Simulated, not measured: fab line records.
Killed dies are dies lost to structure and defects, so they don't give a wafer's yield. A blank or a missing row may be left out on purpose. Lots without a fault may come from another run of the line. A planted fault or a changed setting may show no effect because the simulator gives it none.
2 desks, one fault -- flow n5 finfet -- what lay behind the numbers comes last; until then each desk has only its own

## TOOL OWNER'S DESK, cvd co-02
The tool's own readings at N5_BEOL_M3_CO_CAP_55 (material Co, precursor CCTBA/H2, target thk 2 nm, time 102.1 s): means of the sampled wafers that have a number, for each lot that ran on this tool. A lot is out of limits, marked OUT, if its mean lies more than 4 standard deviations from the usual mean; the brackets give that distance.
Columns: A = heater power w at N5_BEOL_M3_CO_CAP_55, usual 235 W; B = run length s at N5_BEOL_M3_CO_CAP_55, usual 125.0 s
lot,first seen here,A,B
L150,day 8 19:46,222,125.3
L152,day 9 08:13,225,125.4
L161,day 11 15:34,227,167.8 (+84) OUT
L160,day 12 01:32,226,153.5 (+56) OUT
L162,day 12 11:20,222,153.9 (+57) OUT
This desk's finding: out of limits on L160, L161, L162; first on L161, day 11 15:34 (run length s at N5_BEOL_M3_CO_CAP_55). In limits: L150, L152.

## AT THE METROLOGY DESK
What the gauges read, lot by lot, whatever tool the lot ran on: means of the sampled wafers that have a number. A lot is out of limits, marked OUT, if its mean lies more than 4 standard deviations from the usual mean; the brackets give that distance. It has 11 readings; the 7 that lie furthest out on some lot are the ones shown.
Columns: A = M3_THK at N5_BEOL_M3_THK_MEAS_53, usual 38.9 nm; B = DIBL_N at N5_BEOL_M4_RC_MEAS_101, usual 35.1 mV/V; C = DIBL_P at N5_BEOL_M4_RC_MEAS_101, usual 34.9 mV/V; D = IOFF_N at N5_BEOL_M4_RC_MEAS_101, usual 0.143 nA/um; E = IOFF_P at N5_BEOL_M4_RC_MEAS_101, usual 0.21 nA/um; F = VT_N at N5_BEOL_M4_RC_MEAS_101, usual 251 mV; G = VT_P at N5_BEOL_M4_RC_MEAS_101, usual -250 mV
lot,first seen here,A,B,C,D,E,F,G
L148,day 7 22:17,38.7,32.6,32.4,0.117,0.17,253,-251
L147,day 8 02:28,40.1,36.6,36.3,0.184,0.24,247,-244
L150,day 8 19:42,39.0,33.6,33.1,0.133,0.17,251,-254
L152,day 9 08:09,38.1,32.2,32.3,0.118,0.19,252,-247
L161,day 11 15:29,39.8,36.2,35.4,0.157,0.21,250,-248
L160,day 12 01:26,40.0,35.0,36.1,0.150,0.21,251,-249
L164,day 12 06:58,40.2,35.4,35.1,0.143,0.18,250,-254
L162,day 12 11:15,38.7,37.0,36.1,0.165,0.27,252,-245
L165,day 12 16:34,38.7,34.4,34.8,0.148,0.21,250,-247
L166,day 13 03:20,41.1,34.4,33.8,0.125,0.19,253,-250
L167,day 13 14:08,39.4,36.0,36.3,0.150,0.23,251,-249
This desk's verdict: no lot among the 11 shows anything out of limits.

## ALL TOGETHER
At day 11 15:34, on L160, L161, L162, the tool owner's desk was in a position to raise an alarm.
The metrology desk saw nothing out of limits.
The metrology desk has L160, L161, L162 on record, within its limits.
On cvd co-02, each named lot ran N5_BEOL_M3_CO_CAP_55.

## WHAT WAS PUT IN BY THE SIMULATOR
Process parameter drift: cvd co-02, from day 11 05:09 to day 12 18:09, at N5_BEOL_M3_CO_CAP_55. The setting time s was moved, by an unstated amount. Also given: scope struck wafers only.
Struck lots among those shown: L160, L161, L162.
Each desk's first reading out of limits, in hours after the fault started: the tool owner's desk, 10.
